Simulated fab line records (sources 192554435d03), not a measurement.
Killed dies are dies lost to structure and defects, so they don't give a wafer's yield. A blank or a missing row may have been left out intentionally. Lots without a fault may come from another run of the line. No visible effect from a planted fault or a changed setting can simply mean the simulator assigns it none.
A lot that was struck, set against a sound lot :: flow n5 finfet :: 14 out of 1938 route steps
Sound: these wafers, L279.1, L279.2, L279.6. Struck: wafers L292.2, L292.3. At the end, the cause is stated.
Each step with rows lists, per side, the tool, then ch with its chambers, then its first start. Under that, the readings that differ: sound wafers :: struck wafers :: difference of the means :: sigmas: that difference in standard deviations of wafers without a fault.
alike: words and numbers the same on both sides, and readings whose means are apart by under 2 such deviations; not compared: readings that were withheld, readings missing a value for some wafer, numbers with overlapping values and no deviation given by the record, and bounds like >300 which may hide the same value.
A row with sigmas, a row that says differs or no value, or rows on one side alone: a step with any of these is where the two part. When numbers do not overlap yet have no deviation, they are printed without sigmas and do not part them. A reading that every wafer of one side lacks parts them only if that side has two wafers or more.

first, 7 steps without rows for these wafers: N5_BEOL_M11_COAT_64 (time 60 s, resist thk 30 nm); N5_BEOL_M11_COAT_22 (resist thk 90 nm); N5_BEOL_M11_EBR_24; N5_BEOL_M11_SOFTBAKE_23 (time 60 s); N5_BEOL_M11_EXPOSE_25 (exposes mask V10); N5_BEOL_M11_PEB_26 (peb time 60 s); N5_BEOL_M11_DEVELOP_27 (develop time 30 s).
N5_BEOL_M11_CD_MEAS_28: the cd target is 70 nm.
  sound on cd sem-02 ch 0, day 11 05:13; struck on cd sem-02 ch 0, day 15 15:59
  alike: cd nm
N5_BEOL_M11_OVL_MEAS_29:
  sound on overlay-02 ch 0, day 11 05:15; struck on overlay-01 ch 0, day 15 16:01
  alike: V10_OVL
N5_BEOL_M11_INSPECT_30: inspects for defects (brightfield).
  struck on defect inspect-02, day 15 16:03; sound on defect inspect-01, day 11 05:17
  alike: raw defect count
N5_BEOL_M11_DESCUM_33: chemistry O2, time 7.9 s.
  sound on rie diel-04 ch 0,2, day 11 05:22; struck on rie diel-06 ch 2,3, day 15 16:05
reading: rf vpp V (V)
sound: 243.1 244.9 244.1
struck: 240.3 242.5
difference: -2.6
sigmas: -2

reading: showerhead plenum p Torr (Torr)
sound: 2.15 2.16 2.16
struck: 2.00 2.01
difference: -0.15
sigmas: -2
  alike: drypump motor current A, oes product au, rf fwd power W, temp c, throttle valve pct
  not compared: rf hours counter h
N5_BEOL_M11_ETCH_65: etches SiARC in CF4, target depth 39 nm, time 65 s.
  sound on rie diel-04 ch 0,2, day 11 05:24; struck on rie diel-06 ch 2,3, day 15 16:07
reading: showerhead plenum p Torr (Torr)
sound: 2.21 2.21 2.21
struck: 2.02 2.08
difference: -0.16
sigmas: -2
  alike: drypump motor current A, etch rf on time s, oes product au, rf fwd power W, rf vpp V, throttle valve pct
  not compared: rf hours counter h
N5_BEOL_M11_ETCH_66: etches SOC in N2/H2, target depth 120 nm, overetch 24 nm, time 180 s.
  sound on rie diel-04 ch 0,2, day 11 05:27; struck on rie diel-06 ch 2,3, day 15 16:10
reading: rf fwd power W (W)
sound: 840 835 839
struck: - -
difference: no value on the struck wafers
sigmas: 

reading: rf vpp V (V)
sound: 525.9 526.8 525.8
struck: 520.5 521.6
difference: -5.1
sigmas: -2

reading: run length s (s)
sound: 202.7 203.7 203.9
struck: 186.8 186.5
difference: -16.8
sigmas: -36

reading: showerhead plenum p Torr (Torr)
sound: 2.65 2.61 2.61
struck: 2.42 2.46
difference: -0.18
sigmas: -2
  alike: drypump motor current A, n2 flow sccm, oes product au, temp c, throttle valve pct
  not compared: rf hours counter h, model.SiARC_of_BEOL_M11_COAT_64.thk nm
then, 1 step without rows for these wafers: N5_BEOL_M11_STRIP_69 (strips in N2/H2).

## WHERE THEY PART
Last at N5_BEOL_M11_ETCH_66 as far as this record goes, first at N5_BEOL_M11_DESCUM_33.

WHY: the cause the simulator had injected
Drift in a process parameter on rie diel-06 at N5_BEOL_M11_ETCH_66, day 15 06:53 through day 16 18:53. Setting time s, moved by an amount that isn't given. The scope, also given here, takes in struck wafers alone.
